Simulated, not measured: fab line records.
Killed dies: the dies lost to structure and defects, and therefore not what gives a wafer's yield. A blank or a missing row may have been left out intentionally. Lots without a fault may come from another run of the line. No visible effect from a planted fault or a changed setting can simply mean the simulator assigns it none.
Struck lot and sound lot, side by side    flow n5-finfet    23 out of 1938 route steps
Sound: these wafers, L707.1, L707.2, L707.4. Struck: wafer L715.6 (left out: L715.4, a lot-mate that was not struck); the cause follows at the end.
For every step that has rows: the tool of each side, followed by ch and its chambers, followed by its first start. Under that, the readings that differ: sound wafers    struck wafers    difference of the means    sigmas: that difference in standard deviations of wafers without a fault.
alike: readings whose means differ by less than 2 such deviations, and words and numbers that are the same on both sides. not compared: withheld readings, readings that some wafer has no value for, bounds like >300 that may hide the same value, and numbers for which the record gives no deviation and whose values overlap.
The two part at a step that has a row with sigmas, a row that says differs or no value, or rows on one side only. Numbers that have no deviation but don't overlap get no sigmas and don't part them. A reading missing from all wafers of one side parts the sides only when that side holds two or more wafers.

first, 2 steps without rows for these wafers: N5_BEOL_M15_DEVELOP_27 (develop time 45 s); N5_BEOL_M15_HARDBAKE_32 (time 120 s).
N5_BEOL_M15_CD_MEAS_28 targets a cd of 407.6 nm.
  sound on cd-sem-03 ch 0, day 14 15:45; struck on cd-sem-02 ch 0, day 16 17:16
  alike: cd-nm
N5_BEOL_M15_OVL_MEAS_29:
  sound on overlay-02 ch 0, day 14 15:47; struck on overlay-01 ch 0, day 16 17:17
  alike: M15_OVL
N5_BEOL_M15_INSPECT_30: inspects for defects (macro).
  sound: defect-inspect-01 at day 14 15:48; struck: defect-inspect-01 at day 16 17:19
  alike: raw-defect-count
then, 1 step without rows for these wafers: N5_BEOL_M15_DESCUM_33 (chemistry O2, time 7.9 s).
N5_BEOL_M15_ETCH_61: etches BARC in N2/H2, target depth 89 nm, overetch 26.7 nm, time 67.9 s.
  sound on rie-diel-05 ch 2,3, day 14 15:55; struck on rie-diel-03 ch 1, day 16 17:24
  alike: bias-w, drypump-motor-current-A, oes-product-au, rf-vpp-V, showerhead-plenum-p-Torr, throttle-valve-pct
  not compared: rf-hours-counter-h
then, 2 steps without rows for these wafers: N5_BEOL_M15_TRENCH_ETCH_34 (etches SiO2 in C4F8/O2/Ar, target depth 872.93 nm, time 199 s); N5_BEOL_M15_STRIP_36 (strips in O2).
N5_BEOL_M15_STRIP_62: strips in O2.
  sound: rie-diel-02 ch 1,2,3; struck: rie-diel-03 ch 1
  alike: drypump-motor-current-A, oes-product-au, rf-vpp-V, showerhead-plenum-p-Torr, throttle-valve-pct
  not compared: rf-hours-counter-h
N5_BEOL_M15_STRIP_37: strips in O2.
  sound: rie-diel-02 ch 1,2,3; struck: rie-diel-03 ch 1
  alike: drypump-motor-current-A, oes-product-au, rf-vpp-V, showerhead-plenum-p-Torr, throttle-valve-pct
  not compared: rf-hours-counter-h
N5_BEOL_M15_ETCH_38: etches SiCN in CF4/N2, target depth 106.4 nm, time 120.5 s.
  sound on rie-diel-02 ch 1,2,3, day 14 17:53; struck on rie-diel-03 ch 1, day 16 19:34
reading                                        sound              struck  difference  sigmas
oes-product-au (a.u.)                          0.82 0.71 0.72     0.93    +0.18       +2
model.etch.depth-nm (nm)                       98.08 97.91 96.09  149.9   +52.5       
model.SiO2_of_BEOL_M15_ILD_DEP_00.thk-nm (nm)  1549 1538 1576     1578    +24         
  alike: bias-w, drypump-motor-current-A, rf-vpp-V, showerhead-plenum-p-Torr, throttle-valve-pct
  not compared: rf-hours-counter-h
then, 2 steps without rows for these wafers: N5_BEOL_M15_PRECLEAN_39 (cleans in residue remover, time 60 s); N5_BEOL_M15_SRD_40 (time 30 s, dry time 30 s).
N5_BEOL_M15_DEGAS_41: time 60 s.
  sound: pvd-sputter-01 at day 14 18:06; struck: pvd-sputter-01 at day 16 20:03
  alike: heater-power-w
then, 2 steps without rows for these wafers: N5_BEOL_M15_PRE_CLEAN_42 (time 30 s); N5_BEOL_M15_SPUTTER_43 (material TaN, target thk 15 nm, time 24.19 s).
N5_BEOL_M15_SPUTTER_44: material Ta, target thk 15 nm, time 24.19 s.
  sound: pvd-sputter-01 at day 14 18:16; struck: pvd-sputter-01 at day 16 20:13
  alike: chamber-pressure-pa, throttle-valve-pct
then, 3 steps without rows for these wafers: N5_BEOL_M15_SPUTTER_45 (material Cu, target thk 100 nm, time 16.67 s); N5_BEOL_M15_ECD_47 (material Cu, target thk 1860 nm); N5_BEOL_M15_ANNEAL_48 (time 90 s).
N5_BEOL_M15_CMP_49: polishes, stops on SiO2, t overpolish 4.9 s, target thk 850 nm.
  sound on cmp-01 ch 0,1,3, day 14 19:09; struck on cmp-01 ch 3, day 16 22:05
reading                                        sound           struck  difference  sigmas
model.SiO2_of_BEOL_M15_ILD_DEP_00.thk-nm (nm)  1534 1523 1561  1563    +24         
  alike: barrier-field-endpoint-s, motor-current-A, overpolish-run-s, slurry-filter-dp-kPa
N5_BEOL_M15_THK_MEAS_50: measures by xrf.
  sound: film-metro-02 at day 14 19:26; struck: film-metro-02 at day 16 22:16
  alike: M15_THK

WHERE THEY PART
Within this record, at N5_BEOL_M15_ETCH_38 only. Later steps at which nothing parts them and some readings are alike: N5_BEOL_M15_DEGAS_41, N5_BEOL_M15_SPUTTER_44, N5_BEOL_M15_CMP_49, N5_BEOL_M15_THK_MEAS_50.

WHY: what the simulator had put in
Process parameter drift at N5_BEOL_M15_ETCH_38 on rie-diel-03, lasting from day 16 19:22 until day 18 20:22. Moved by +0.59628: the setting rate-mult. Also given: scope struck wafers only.
